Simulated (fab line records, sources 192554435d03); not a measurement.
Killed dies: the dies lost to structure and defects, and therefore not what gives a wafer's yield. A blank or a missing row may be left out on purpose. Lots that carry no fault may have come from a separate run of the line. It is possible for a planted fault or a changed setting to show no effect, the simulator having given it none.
Split-lot trial    flow n5_finfet    route with 1938 steps; 7 lots, 21 wafers read

SPLIT DETAILS
At N5_BEOL_M10_PEB_26 (peb time 60 s), the setting peb_time_s was moved away from the recipe's 60 s on 5 of the 21 wafers read, by -15.2% to +16.0%. This setting was run at the recipe's value on the other wafers.

THE PATH FROM SPLIT TO READING: the file shows 1 step between them
- N5_BEOL_M10_DEVELOP_27: develop time 30 s

THE READING
cd_nm, in nm, at N5_BEOL_M10_CD_MEAS_28 (target cd 70 nm). On this fab line, fault-free wafers typically give 69.9 nm with a standard deviation of 1.4 nm.

wafer   tool, chamber at the split  peb_time_s as run, s  against the recipe  cd_nm, nm  against lot-mates on the recipe
L081.2  litho_track-04, 0           60                    recipe              69.7       -
L081.3  litho_track-04, 0           60                    recipe              68.6       -
L081.6  litho_track-04, 0           69.63                 +16.0%              74.2       +5.0
L082.2  litho_track-04, 0           50.9                  -15.2%              64.1       -7.8
L082.3  litho_track-04, 0           60                    recipe              72.4       -
L082.5  litho_track-04, 0           60                    recipe              71.4       -
L088.1  litho_track-04, 0           60                    recipe              69.3       -
L088.4  litho_track-04, 0           64.27                 +7.1%               71.4       +2.1
L088.5  litho_track-04, 0           64.27                 +7.1%               70.4       +1.1
L087.1  litho_track-01, 0           60                    recipe              67.2       -
L087.3  litho_track-01, 0           60                    recipe              70.3       -
L087.5  litho_track-01, 0           60                    recipe              68.6       -
L089.3  litho_track-03, 0           60                    recipe              71.7       -
L089.4  litho_track-03, 0           64.84                 +8.1%               74.9       +3.9
L089.5  litho_track-03, 0           60                    recipe              70.3       -
L092.2  litho_track-03, 0           60                    recipe              69.5       -
L092.5  litho_track-03, 0           60                    recipe              72.9       -
L092.6  litho_track-03, 0           60                    recipe              71.1       -
L096.3  litho_track-03, 0           60                    recipe              70.3       -
L096.4  litho_track-03, 0           60                    recipe              71.5       -
L096.5  litho_track-03, 0           60                    recipe              70.0       -

FIT RESULTS
A straight line over all 21 wafers: cd_nm changes by +0.316 nm for each +1% of peb_time_s; r = +0.76; the points scatter about the line by 1.6 nm.
The same after taking each lot's own level away (the mean of its wafers on the recipe; 21 wafers): +0.396 nm for each +1%; r = +0.91; scatter 1.1 nm.
The reading moves by 6.4 nm for the largest change in peb_time_s, on that fit.
Across the lots, their own levels run from 68.70 to 71.90 nm, a range of 2.3 times the standard deviation given above.
So the lot-to-lot level blurs the effect unless lot-mates are compared.
Check: with one of the wafers moved furthest among these (+16.0%) left out of the fit, the line predicts +6.85 nm for it against its lot-mates. It came out at +5.05 nm against them.

OTHER SPLITS ON THESE WAFERS
Note: prior to the reading, these wafers also went through further splits. Each is held against what the fit with the lots' levels taken away leaves over:
other split on the same wafers  wafers away from the commonest value  r with cd_nm (lot level and that fit taken away)
N5_BEOL_M10_ETCH_62 time_s      6                                     -0.12

FILE'S OWN FIT
cd_nm changes by +0.402 nm for each +1% of peb_time_s, r = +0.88.
